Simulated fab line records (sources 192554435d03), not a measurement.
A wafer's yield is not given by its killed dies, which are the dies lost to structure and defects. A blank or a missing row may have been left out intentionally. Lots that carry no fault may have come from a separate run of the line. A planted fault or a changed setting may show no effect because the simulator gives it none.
Comparing a struck lot with a sound one	flow n5Finfet	37 out of 1938 route steps
Sound: these wafers, L785.4, L785.5, L785.6. Struck: wafer L790.4 (left out: L790.1, a lot-mate that was not struck); the cause follows at the end.
Order at every step that has rows: each side's tool, ch and its chambers, its first start. Under that, the readings that differ: sound wafers	struck wafers	difference of the means	sigmas: that difference in standard deviations of wafers without a fault.
alike: readings with means less than 2 such deviations apart, plus words and numbers identical on both sides. not compared: withheld readings, readings lacking a value on some wafer, bounds such as >300 that could conceal the same value, and numbers that have no deviation in the record and whose values overlap.
Wherever a step has rows on one side only, a row that says differs or no value, or a row with sigmas, the two part there. Numbers that have no deviation but don't overlap get no sigmas and don't part them. A reading that every wafer of one side lacks parts them only if that side has two wafers or more.

first, 9 steps without rows for these wafers: N5_BEOL_M4_ANNEAL_95 (time 240 s); N5_BEOL_M4_SPUTTER_96 (material Cu, target thk 4.5 nm, time 8.29 s); N5_BEOL_M4_ECD_50 (material Cu, target thk 300 nm); N5_BEOL_M4_ANNEAL_51 (time 90 s); N5_BEOL_M4_CMP_52 (polishes, stops on SiOC, t overpolish 6.8 s, target thk 40 nm); N5_BEOL_M4_PRE_CLEAN_60 (time 15 s); N5_BEOL_M4_CO_CAP_55 (material Co, precursor CCTBA/H2, target thk 2 nm, time 102.1 s); N5_BEOL_M4_PRE_CLEAN_56 (time 15 s); N5_BEOL_M4_DEP_57 (deposits SiCN from 3MS/NH3, target thk 8 nm, time 14 s).
N5_BEOL_M4_RC_MEAS_101:
  sound on prober-01 ch 0, day 11 07:29; struck on prober-01 ch 0, day 12 20:59
reading	sound	struck	difference	sigmas
SS_P (mV/dec)	72.7 74.6 73.3	72.0	-1.5	-2
  alike: DIBL_N, DIBL_P, IOFF_N, IOFF_P, ION_N, ION_P, SS_N, VT_N, VT_P
N5_BEOL_M5_ILD_DEP_00: deposits SiCOH lowk from DEMS/porogen, target thk 140.64 nm, time 25.9 s.
  sound on pecvd-02 ch 0,1,2, day 11 07:59; struck on pecvd-02 ch 2, day 12 21:57
reading	sound	struck	difference	sigmas
model.SiCOH_lowk_of_BEOL_M5_ILD_DEP_00.thkNm (nm)	145 144.8 143.6	50	-94	
  alike: heaterPowerW, showerheadPlenumPTorr, throttleValvePct
then, 1 step without rows for these wafers: N5_BEOL_M5_CURE_79 (cures SiCOH lowk, time 240 s).
N5_BEOL_M5_THK_MEAS_01:
  sound on filmMetro-02 at day 11 08:33; struck on filmMetro-02 at day 12 22:31
reading	sound	struck	difference	sigmas
M5_ILD_THK (nm)	124.9 124.6 123.6	42.7	-81.7	-54
then, 22 steps without rows for these wafers: N5_BEOL_M5_PECVD_70 (deposits SiO2 from TEOS/O2, target thk 16 nm, time 18 s); N5_BEOL_M5_HM_DEP_02 (deposits TiN, target thk 20 nm); N5_BEOL_M5_COAT_59 (time 60 s, resist thk 60 nm); N5_BEOL_M5_COAT_60 (time 60 s, resist thk 12 nm); N5_BEOL_M5_COAT_71 (time 60 s, resist thk 5 nm); N5_BEOL_M5_COAT_05 (resist thk 30 nm); N5_BEOL_M5_EBR_07; N5_BEOL_M5_SOFTBAKE_06 (time 60 s); N5_BEOL_M5_EXPOSE_08 (exposes mask M5, target cd 28 nm); N5_BEOL_M5_PEB_09 (peb time 60 s); N5_BEOL_M5_DEVELOP_10 (develop time 30 s); N5_BEOL_M5_DESCUM_16 (chemistry O2, time 7 s); N5_BEOL_M5_ETCH_72 (etches underlayer in N2/H2, target depth 6.5 nm, time 5.2 s); N5_BEOL_M5_ETCH_61 (etches SiARC in CF4, target depth 15.6 nm, time 26 s); N5_BEOL_M5_ETCH_62 (etches SOC in N2/H2, target depth 75 nm, overetch 15 nm, time 112.5 s); N5_BEOL_M5_STRIP_63 (strips in N2/H2); N5_BEOL_M5_STRIP_73 (strips in N2/H2); N5_BEOL_M5_STRIP_64 (strips in CF4); N5_BEOL_M5_HM_OPEN_17 (chemistry Cl2/BCl3, target TiN, target depth 20 nm, overetch 6 nm); N5_BEOL_M5_STRIP_19 (strips in O2); N5_BEOL_M5_COAT_65 (time 60 s, resist thk 60 nm); N5_BEOL_M5_COAT_66 (time 60 s, resist thk 12 nm).
N5_BEOL_M5_CMP_52: polishes, stops on SiCOH lowk, t overpolish 6.9 s, target thk 62 nm.
  sound on cmp-01 ch 0,1, day 11 20:50; struck on cmp-01 ch 1, day 13 12:14
reading	sound	struck	difference	sigmas
model.SiCOH_lowk_of_BEOL_M5_ILD_DEP_00.thkNm (nm)	121.8 121.6 120.6	39.8	-81.5	
  alike: edgeZonePressureFrac, motorCurrentA, platenRpm
-- a jump in the record: the struck wafers' starts before and after are 4 days apart (it breaks off in module BEOL_M5 and resumes in module PASSIVATION, where the first step shown is number 1936 of the route) --
N5_PASSIVATION_PROBE_49:
  only the struck wafers here have rows in the record (prober-01, day 17 14:04); the sound ones have none

WHERE THEY PART
Last at N5_PASSIVATION_PROBE_49 as far as this record goes, first at N5_BEOL_M4_RC_MEAS_101.

WHY: the cause the simulator had injected
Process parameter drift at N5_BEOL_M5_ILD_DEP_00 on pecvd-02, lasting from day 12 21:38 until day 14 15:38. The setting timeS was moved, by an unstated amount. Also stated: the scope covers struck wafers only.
